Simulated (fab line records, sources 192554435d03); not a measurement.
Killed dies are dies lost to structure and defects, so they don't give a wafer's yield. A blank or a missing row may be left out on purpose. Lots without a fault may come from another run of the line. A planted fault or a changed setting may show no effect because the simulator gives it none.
Chamber matching | flow n5_finfet | N5_BEOL_M15_DEP_53 on pecvd-03: 3 sister chambers
The step deposits SiCN from 3MS/NH3, target thk 50 nm, time 17.8 s. 24 wafers are shown with their chamber, then 12 later ones without.

WAFERS WITH THEIR CHAMBER
wafer  | chamber | throttle_valve_pct (%) | showerhead_plenum_p_Torr (Torr)
L074.4 | 1       | 18.5                   | 4.187
L074.5 | 2       | 17.5                   | 4.154
L074.6 | 0       | 17.9                   | 4.178
L079.1 | 0       | 18.1                   | 4.167
L079.2 | 1       | 18.6                   | 4.186
L079.6 | 2       | 17.5                   | 4.157
L078.2 | 2       | 18.0                   | 4.165
L078.4 | 2       | 17.6                   | 4.147
L078.5 | 1       | 18.3                   | 4.186
L080.1 | 0       | 17.9                   | 4.166
L080.3 | 1       | 18.6                   | 4.182
L080.6 | 2       | 17.4                   | 4.157
L082.2 | 1       | 18.6                   | 4.169
L082.3 | 2       | 17.6                   | 4.167
L082.5 | 0       | 17.9                   | 4.173
L084.1 | 2       | 17.6                   | 4.149
L084.3 | 1       | 18.6                   | 4.181
L084.6 | 2       | 17.6                   | 4.152
L085.1 | 2       | 17.6                   | 4.149
L085.2 | 1       | 18.2                   | 4.178
L085.3 | 0       | 18.1                   | 4.177
L085.4 | 0       | 18.0                   | 4.176
L085.5 | 2       | 17.6                   | 4.145
L085.6 | 1       | 18.9                   | 4.178

SIGNATURES (means of the wafers above)
reading                  | chamber 0 | chamber 1 | chamber 2 | scatter within a chamber
throttle_valve_pct       | 17.983    | 18.538    | 17.600    | 0.167
showerhead_plenum_p_Torr | 4.17283   | 4.18088   | 4.15420   | 0.00646
Rule: a wafer's distance from a chamber is the root of the sum, over the readings, of the square of ((its reading less the chamber's mean) divided by the reading's scatter). The wafer belongs to the nearest chamber; if the next one is less than 2 further off, it can't be placed. The scatter: the root of (the sum of the squares of (reading less its chamber's mean) over the shown wafers, divided by (wafers less chambers)).

WAFERS WITHOUT THEIR CHAMBER
wafer  | throttle_valve_pct (%) | showerhead_plenum_p_Torr (Torr)
L086.3 | 17.5                   | 4.153
L086.4 | 18.6                   | 4.167
L086.5 | 17.9                   | 4.168
L090.2 | 17.8                   | 4.149
L090.3 | 18.1                   | 4.176
L090.4 | 18.4                   | 4.177
L091.3 | 18.4                   | 4.177
L091.5 | 17.6                   | 4.158
L091.6 | 18.7                   | 4.185
L094.1 | 18.5                   | 4.175
L094.5 | 18.1                   | 4.185
L094.6 | 18.0                   | 4.178

WHICH CHAMBER EACH WENT THROUGH
wafer  | from the rows above     | in truth
L086.3 | 2                       | 2
L086.4 | can't be placed: 1 or 0 | 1
L086.5 | can't be placed: 0 or 2 | 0
L090.2 | 2                       | 2
L090.3 | can't be placed: 0 or 1 | 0
L090.4 | can't be placed: 1 or 0 | 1
L091.3 | can't be placed: 1 or 0 | 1
L091.5 | 2                       | 2
L091.6 | 1                       | 1
L094.1 | 1                       | 1
L094.5 | can't be placed: 0 or 1 | 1
L094.6 | 0                       | 0
Placed correctly: 6 of 12. Can't be placed from these rows: 6 (the true chamber is among the candidates in 6). Placed wrongly: 0.
